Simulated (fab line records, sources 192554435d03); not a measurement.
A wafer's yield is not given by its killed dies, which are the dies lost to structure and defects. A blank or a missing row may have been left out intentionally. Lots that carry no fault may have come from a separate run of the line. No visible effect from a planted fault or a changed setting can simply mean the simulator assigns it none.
Lot-split experiment ; flow n5 finfet ; 21 wafers read across 7 lots, on a route 1938 steps long

== ON THE SPLIT ==
At N5_PMOS_HMC_CHANNEL_EPI_PEB_07 (peb time 60 s), the setting peb temp c was moved away from the recipe's 110 C on 8 of the 21 wafers read, by -2.5% to +3.0%. For the rest of the wafers, this setting stayed at what the recipe calls for.

== BETWEEN THE SPLIT AND THE READING: the file shows 1 step in between ==
- N5_PMOS_HMC_CHANNEL_EPI_DEVELOP_08: develop time 30 s

== THE READING ==
Shown in nm: cd nm at N5_PMOS_HMC_CHANNEL_EPI_CD_MEAS_09, with target cd 237.4 nm. Typical for fault-free wafers on this fab line: 237.8 nm, with standard deviation 0.93 nm.

wafer;tool, chamber at the split;peb temp c as run, C;against the recipe;cd nm, nm;against lot-mates on the recipe
L076.2;litho track-04, 0;110;recipe;237.1;-
L076.3;litho track-04, 0;110;recipe;238.1;-
L076.4;litho track-04, 0;110;recipe;238.1;-
L078.2;litho track-04, 0;108.9;-1.0%;234.3;-3.3
L078.3;litho track-04, 0;110;recipe;237.0;-
L078.5;litho track-04, 0;110;recipe;238.2;-
L079.2;litho track-05, 0;110;recipe;237.0;-
L079.3;litho track-05, 0;110;recipe;236.5;-
L079.5;litho track-05, 0;107.8;-2.0%;229.3;-7.4
L080.4;litho track-05, 0;110;recipe;236.7;-
L080.5;litho track-05, 0;108.2;-1.6%;232.3;-4.4
L080.6;litho track-05, 0;108.2;-1.6%;231.9;-4.8
L093.1;litho track-04, 0;110;recipe;238.4;-
L093.3;litho track-04, 0;110;recipe;238.5;-
L093.6;litho track-04, 0;110;recipe;239.3;-
L094.3;litho track-05, 0;110;recipe;238.7;-
L094.4;litho track-05, 0;107.3;-2.5%;230.2;-8.5
L094.5;litho track-05, 0;107.3;-2.5%;229.0;-9.7
L095.2;litho track-04, 0;113.3;+3.0%;247.7;+8.6
L095.3;litho track-04, 0;110;recipe;239.1;-
L095.4;litho track-04, 0;113.3;+3.0%;246.8;+7.7

FIT RESULTS
A straight line over all 21 wafers: cd nm changes by +3.36 nm for each +1% of peb temp c; r = +0.98; the points scatter about the line by 0.91 nm.
The same after taking each lot's own level away (the mean of its wafers on the recipe; 21 wafers): +3.1 nm for each +1%; r = +0.99; scatter 0.75 nm.
According to that fit, moving peb temp c by its largest amount changes the reading by 9.3 nm.
From 236.70 to 239.10 nm: that is the span of the lots' own levels, equal to 2.6 times the standard deviation above.
The two slopes are in agreement: the lot-to-lot level therefore moves the slope only a little.
Check: +9.24 nm against its lot-mates is what the line predicts for one of the wafers moved furthest among these (+3.0%) when that wafer is left out of the fit. Against them it came out at +8.6 nm.

== THESE WAFERS: OTHER SPLITS ==
These wafers also went through other splits before the reading. Each is held against what the fit with the lots' levels taken away leaves over:
other split on the same wafers;wafers away from the commonest value;r with cd nm (lot level and that fit taken away)
N5_PMOS_HMC_CHANNEL_EPI_COAT_31 spin rpm;7;-0.27

== THE WHOLE CHAIN: every reading that the file lists as answering this split, in the file's order ==
step;what it does;reading;change (the file's fit);r (the file's)
N5_PMOS_HMC_CHANNEL_EPI_CD_MEAS_09;target cd 237.4 nm;cd nm;+3.21 nm for each +1% of the setting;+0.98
N5_PMOS_HMC_CHANNEL_EPI_DESCUM_14;chemistry O2, time 7.9 s;PMOS_HMC_CHANNEL_EPI.cd nm (the simulator's own value, which no gauge read);+3.11 nm for each +1% of the setting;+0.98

== FILE'S OWN FIT ==
cd nm changes by +3.21 nm for each +1% of peb temp c, r = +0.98.
